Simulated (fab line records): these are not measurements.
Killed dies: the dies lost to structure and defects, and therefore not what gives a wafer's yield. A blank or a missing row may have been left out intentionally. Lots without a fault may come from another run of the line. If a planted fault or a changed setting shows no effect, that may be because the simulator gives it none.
A struck lot beside a sound one | flow n5Finfet | 14 out of 1938 route steps
Sound: wafers L619.2, L619.4, L619.5. Struck: wafer L624.4 (left out: L624.2, L624.3 of the same lot, which were not struck); the cause appears at the end.
At each step with rows: each side's tool, then ch and its chambers, then its first start. Under that, the readings that differ: sound wafers | struck wafers | difference of the means | sigmas: that difference in standard deviations of wafers without a fault.
alike: words and numbers the same on both sides, and readings whose means are apart by under 2 such deviations; not compared: readings that were withheld, readings missing a value for some wafer, numbers with overlapping values and no deviation given by the record, and bounds like >300 which may hide the same value.
Wherever a step has rows on one side only, a row that says differs or no value, or a row with sigmas, the two part there. Non-overlapping numbers with no deviation appear without sigmas and do not part them. Lack of a reading on every wafer of one side parts them only where that side has two or more wafers.

first, 4 steps without rows for these wafers: N5_HKMG_FIN_ALD_72 (deposits W, target thk 2 nm, pulse time 1 s, purge time 2 s); N5_HKMG_FIN_W_FILL_22 (material W, target thk 60 nm, time 18.2 s); N5_HKMG_FIN_PRECLEAN_83 (cleans in DIW, time 57.5 s); N5_HKMG_FIN_SRD_84 (dry time 32 s).
N5_HKMG_FIN_CMP_23: polishes, stops on SiNx, t overpolish 10 s, target thk 46.326 nm.
  sound on cmp-01 ch 1,2, day 6 22:04; struck on cmp-01 ch 3, day 8 05:05
reading            | sound             | struck | difference | sigmas
overpolishRunS (s) | 9.984 9.995 9.994 | 10.016 | +0.025     | +3
  alike: motorCurrentA, timeToEndpointS
then, 1 step without rows for these wafers: N5_HKMG_FIN_CMP_94 (polishes, stops on SiNx, t overpolish 4.7 s, target thk 43.299 nm).
N5_HKMG_FIN_INSPECT_28: inspects for defects (darkfield).
  sound: defectInspect-01 at day 6 22:47; struck: defectInspect-01 at day 8 05:48
  alike: rawDefectCount
N5_GATE_CUT_ETCHBACK_00: etches W in SF6/Cl2.
  sound on rieMetal-03 ch 0,1, day 6 22:49; struck on rieMetal-03 ch 1, day 8 05:50
  alike: drypumpMotorCurrentA, oesProductAu, throttleValvePct
  not compared: rfHoursCounterH
N5_GATE_CUT_ETCH_56: etches TiN in Cl2/Ar, target depth 21.6 nm.
  sound on rieMetal-03 ch 0,1, day 6 22:56; struck on rieMetal-03 ch 1, day 8 05:57
  alike: drypumpMotorCurrentA, oesProductAu, throttleValvePct
  not compared: rfHoursCounterH
N5_GATE_CUT_ETCHBACK_30: etches TiN in Cl2/Ar, target depth 3 nm.
  sound on rieMetal-03 ch 0,1, day 6 23:01; struck on rieMetal-03 ch 1, day 8 06:02
  alike: drypumpMotorCurrentA, oesProductAu, throttleValvePct
  not compared: rfHoursCounterH
N5_GATE_CUT_VAPOR_ETCH_60: etches HfO2 in BCl3/Cl2.
  sound on rieMetal-03 ch 0,1, day 6 23:03; struck on rieMetal-03 ch 1, day 8 06:04
  alike: drypumpMotorCurrentA, oesProductAu
N5_GATE_CUT_ETCH_58: etches SiNx in CH3F/O2, target depth 17 nm, time 128.6 s.
  sound on rieDiel-01 ch 1,3, day 6 23:19; struck on rieDiel-01 ch 0, day 8 06:07
reading                             | sound             | struck | difference | sigmas
throttleValvePct (%)                | 16.41 16.73 16.40 | 15.92  | -0.59      | -2
model.etch.depthNm (nm)             | 16.76 16.88 16.79 | 19.55  | +2.74      | 
model.SiNx_of_SDB_ALD_29.thkNm (nm) | 24.6 24.4 24.6    | 24.2   | -0.3       | 
  alike: drypumpMotorCurrentA, oesProductAu, rfVppV, showerheadPlenumPTorr
  not compared: rfHoursCounterH
then, 1 step without rows for these wafers: N5_GATE_CUT_STRIP_59 (strips in N2/H2, time 20 s).
-- record jumps: 4 days separate the struck wafers' starts on either side; left off in module GATE_CUT, taken up again in module BEOL_M4, whose first shown step is the route's number 1111 --
N5_BEOL_M4_RC_MEAS_101:
  sound on prober-01 ch 0, day 10 20:47; struck on prober-02 ch 0, day 12 12:16
  alike: DIBL_N, DIBL_P, IOFF_N, IOFF_P, ION_N, ION_P, SS_N, SS_P, VT_N, VT_P

## WHERE THEY PART
Earliest at N5_HKMG_FIN_CMP_23; latest, in this record, at N5_GATE_CUT_ETCH_58. Later steps at which nothing parts them and some readings are alike: N5_BEOL_M4_RC_MEAS_101.

WHY: the cause the simulator had injected
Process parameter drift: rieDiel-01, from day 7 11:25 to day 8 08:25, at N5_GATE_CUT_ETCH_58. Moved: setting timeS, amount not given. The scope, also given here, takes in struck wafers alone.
